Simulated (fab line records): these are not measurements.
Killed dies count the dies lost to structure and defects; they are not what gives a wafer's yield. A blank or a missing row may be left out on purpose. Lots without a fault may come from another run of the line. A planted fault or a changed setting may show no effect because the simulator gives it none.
A struck lot beside a sound one :: flow nand harc :: 16 out of 1159 route steps
Sound: these wafers, L204.2, L204.5, L204.6. Wafers L194.2, L194.6 were the ones struck. At the end, the cause is stated.
Per side, at each step with rows, come the tool, then ch with its chambers, and then its first start. Under that, the readings that differ: sound wafers :: struck wafers :: difference of the means :: sigmas: that difference in standard deviations of wafers without a fault.
alike: readings with means less than 2 such deviations apart, plus words and numbers identical on both sides. not compared: withheld readings, readings lacking a value on some wafer, bounds such as >300 that could conceal the same value, and numbers that have no deviation in the record and whose values overlap.
Wherever a step has rows on one side only, a row that says differs or no value, or a row with sigmas, the two part there. Numbers that don't overlap but have no deviation are shown without sigmas and don't part them. Lack of a reading on every wafer of one side parts them only where that side has two or more wafers.

NHARC_A_BONDPAD_ETCH_34: etches the open film in N2/H2, target depth 60 nm, overetch 18 nm, time 65.91 s.
  sound on rie diel-10 ch 0,2,3, day 22 02:56; struck on rie diel-10 ch 0,1, day 19 14:56
  alike: bias w, drypump motor current A, h2 flow sccm, oes product au, rf vpp V, showerhead plenum p Torr, throttle valve pct
  not compared: rf hours counter h
NHARC_A_BONDPAD_ETCH_12: etches the open film in CHF3/O2, target depth 220 nm, time 110 s.
  sound on rie diel-10 ch 0,2,3; struck on rie diel-10 ch 1
  alike: bias w, drypump motor current A, oes product au, rf vpp V, showerhead plenum p Torr, throttle valve pct
  not compared: rf hours counter h
NHARC_A_BONDPAD_CD_MEAS_13:
  sound on cd sem-02 at day 22 03:09; struck on cd sem-02 at day 19 15:10
  alike: cd nm
then, 1 step without rows for these wafers: NHARC_A_BONDPAD_STRIP_15 (strips in O2).
NHARC_A_BONDPAD_ETCH_24: etches the open film in CF4/N2, target depth 30 nm, time 72.99 s.
  sound on rie diel-10 ch 0,1; struck on rie diel-07 ch 0,2
  alike: bias w, drypump motor current A, oes product au, rf vpp V, showerhead plenum p Torr, throttle valve pct
  not compared: rf hours counter h
then, 3 steps without rows for these wafers: NHARC_A_BONDPAD_STRIP_16 (strips in post etch residue remover, time 600 s); NHARC_A_BONDPAD_DEGAS_25 (time 60 s); NHARC_A_BONDPAD_PRE_CLEAN_26 (time 30 s).
NHARC_A_BONDPAD_PVD_17: deposits TaN, target thk 5 nm, time 8.06 s.
  sound on pvd sputter-01; struck on pvd sputter-03
  alike: throttle valve pct
NHARC_A_BONDPAD_PVD_27: deposits Cu, target thk 30 nm, time 20.49 s.
  sound on pvd sputter-01; struck on pvd sputter-03
  alike: throttle valve pct
then, 2 steps without rows for these wafers: NHARC_A_BONDPAD_ECD_18 (material Cu, target thk 400 nm); NHARC_A_BONDPAD_ANNEAL_28 (time 90 s).
NHARC_A_BONDPAD_CMP_19: polishes, t overpolish 30 s, cu recess touch 16 s, target thk 169.8 nm.
  sound on cmp-03 ch 0,1,2, day 22 05:16; struck on cmp-03 ch 0,3, day 19 16:54
  no value came back on the struck wafers for cu recess touch s (s), edge zone pressure frac, motor current A (A), overpolish run s (s); on the sound wafers cu recess touch s (s) reads 16 16 16
NHARC_A_BONDPAD_THK_MEAS_20: measures by xrf.
  sound on film metro-02 at day 22 05:32; struck on film metro-01 at day 19 17:11
reading: thk nm (nm)
sound: 168.2 173.8 169.3
struck: 399.0 395.8
difference: +227.0
sigmas: +99 or more
then, 1 step without rows for these wafers: NHARC_A_BONDPAD_SRD_21 (time 30 s, dry time 20 s).
NHARC_A_BONDPAD_INSPECT_23:
  sound on defect inspect-01 at day 22 05:44; struck on defect inspect-02 at day 19 17:25
reading: raw defect count
sound: 386 537 436
struck: 3195 3209
difference: +2749
sigmas: +23

WHERE THEY PART
First at NHARC_A_BONDPAD_CMP_19; last, within this record, at NHARC_A_BONDPAD_INSPECT_23.

WHY: the cause the simulator had injected
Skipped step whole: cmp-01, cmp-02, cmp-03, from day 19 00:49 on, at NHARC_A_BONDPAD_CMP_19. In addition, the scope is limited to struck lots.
